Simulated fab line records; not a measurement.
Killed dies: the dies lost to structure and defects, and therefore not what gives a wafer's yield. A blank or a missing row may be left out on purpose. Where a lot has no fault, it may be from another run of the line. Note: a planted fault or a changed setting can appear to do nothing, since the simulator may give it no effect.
A struck lot beside a sound one ; flow n5-finfet ; 37 out of 1938 route steps
Sound: wafers L867.1, L867.5, L867.6. Struck: wafer L873.5; the same lot's L873.2 was not struck, so it is left out; see the end for the cause.
For every step that has rows: the tool of each side, followed by ch and its chambers, followed by its first start. Under that, the readings that differ: sound wafers ; struck wafers ; difference of the means ; sigmas: that difference in standard deviations of wafers without a fault.
alike: a reading whose means differ by less than 2 such deviations, as well as words and numbers matching on both sides. not compared: withheld readings; readings where some wafer has no value; bounds like >300 that might hide an equal value; numbers whose values overlap and for which the record gives no deviation.
A row with sigmas, a row that says differs or no value, or rows on one side alone: a step with any of these is where the two part. Numbers that don't overlap but have no deviation are shown without sigmas and don't part them. A reading that every wafer of one side lacks parts them only if that side has two wafers or more.

first, 9 steps without rows for these wafers: N5_BEOL_M7_ALD_77 (deposits TaN, target thk 2 nm, pulse time 2 s, purge time 3 s); N5_BEOL_M7_SURFACE_TREAT_79; N5_BEOL_M7_CVD_78 (deposits Co from CCTBA/H2, target thk 2 nm, time 142.3 s); N5_BEOL_M7_SPUTTER_48 (material Cu, target thk 10 nm, time 1.667 s); N5_BEOL_M7_ECD_50 (material Cu, target thk 300 nm); N5_BEOL_M7_ANNEAL_51 (time 90 s); N5_BEOL_M7_CMP_52 (polishes, stops on SiCOH lowk, t overpolish 6.9 s, target thk 80 nm); N5_BEOL_M7_PRE_CLEAN_55 (time 15 s); N5_BEOL_M7_DEP_56 (deposits SiCN from 3MS/NH3, target thk 10 nm, time 17.5 s).
N5_BEOL_M8_ILD_DEP_00: deposits SiCOH lowk from DEMS/porogen, target thk 179.75 nm, time 33.4 s.
  sound on pecvd-04 ch 0,1,2, day 12 17:01; struck on pecvd-04 ch 0, day 13 22:02
reading;sound;struck;difference;sigmas
model.SiCOH_lowk_of_BEOL_M8_ILD_DEP_00.thk-nm (nm);179 181.6 182.6;126.8;-54.3;
  alike: heater-power-w, showerhead-plenum-p-Torr, throttle-valve-pct
then, 1 step without rows for these wafers: N5_BEOL_M8_CURE_74 (cures SiCOH lowk, time 240 s).
N5_BEOL_M8_THK_MEAS_01:
  struck on film-metro-01, day 13 22:38; sound on film-metro-01, day 12 17:35
reading;sound;struck;difference;sigmas
M8_ILD_THK (nm);154.3 156.7 157.5;109.0;-47.2;-24
then, 23 steps without rows for these wafers: N5_BEOL_M8_PECVD_70 (deposits SiO2 from TEOS/O2, target thk 20 nm, time 22.7 s); N5_BEOL_M8_HM_DEP_02 (deposits TiN, target thk 20 nm); N5_BEOL_M8_COAT_59 (time 60 s, resist thk 100 nm); N5_BEOL_M8_COAT_60 (time 60 s, resist thk 35 nm); N5_BEOL_M8_COAT_05 (resist thk 90 nm); N5_BEOL_M8_EBR_07; N5_BEOL_M8_SOFTBAKE_06 (time 60 s); N5_BEOL_M8_EXPOSE_08 (exposes mask M8); N5_BEOL_M8_PEB_09 (peb time 60 s); N5_BEOL_M8_DEVELOP_10 (develop time 30 s); N5_BEOL_M8_DESCUM_16 (chemistry O2, time 7.9 s); N5_BEOL_M8_ETCH_61 (etches SiARC in CF4, target depth 45.5 nm, time 75.8 s); N5_BEOL_M8_ETCH_62 (etches SOC in N2/H2, target depth 110 nm, overetch 22 nm, time 165 s); N5_BEOL_M8_STRIP_68 (strips in N2/H2); N5_BEOL_M8_STRIP_67 (strips in CF4); N5_BEOL_M8_HM_OPEN_17 (chemistry Cl2/BCl3, target TiN, target depth 20 nm, overetch 6 nm); N5_BEOL_M8_STRIP_19 (strips in O2); N5_BEOL_M8_COAT_63 (time 60 s, resist thk 60 nm); N5_BEOL_M8_COAT_64 (time 60 s, resist thk 12 nm); N5_BEOL_M8_COAT_71 (time 60 s, resist thk 5 nm); N5_BEOL_M8_COAT_22 (resist thk 30 nm); N5_BEOL_M8_EBR_24; N5_BEOL_M8_SOFTBAKE_23 (time 60 s).
N5_BEOL_M8_CMP_52: polishes, stops on SiCOH lowk, t overpolish 6.9 s, target thk 80 nm.
  sound on cmp-02 ch 0,1,3, day 12 22:17; struck on cmp-03 ch 2, day 14 07:14
reading;sound;struck;difference;sigmas
model.SiCOH_lowk_of_BEOL_M8_ILD_DEP_00.thk-nm (nm);151.2 153.6 154.4;106;-47;
  alike: motor-current-A
-- the record jumps here: 3 days lie between the struck wafers' starts before and after (it left off in module BEOL_M8 and takes up again in module PASSIVATION, whose first step shown is number 1936 of the route) --
N5_PASSIVATION_PROBE_49:
  record: rows for the struck wafers here (prober-02, day 17 04:21), none for the sound ones

WHERE THEY PART
At N5_BEOL_M8_THK_MEAS_01 first; at N5_PASSIVATION_PROBE_49 last (within this record only).

WHY: whatever the simulator had introduced
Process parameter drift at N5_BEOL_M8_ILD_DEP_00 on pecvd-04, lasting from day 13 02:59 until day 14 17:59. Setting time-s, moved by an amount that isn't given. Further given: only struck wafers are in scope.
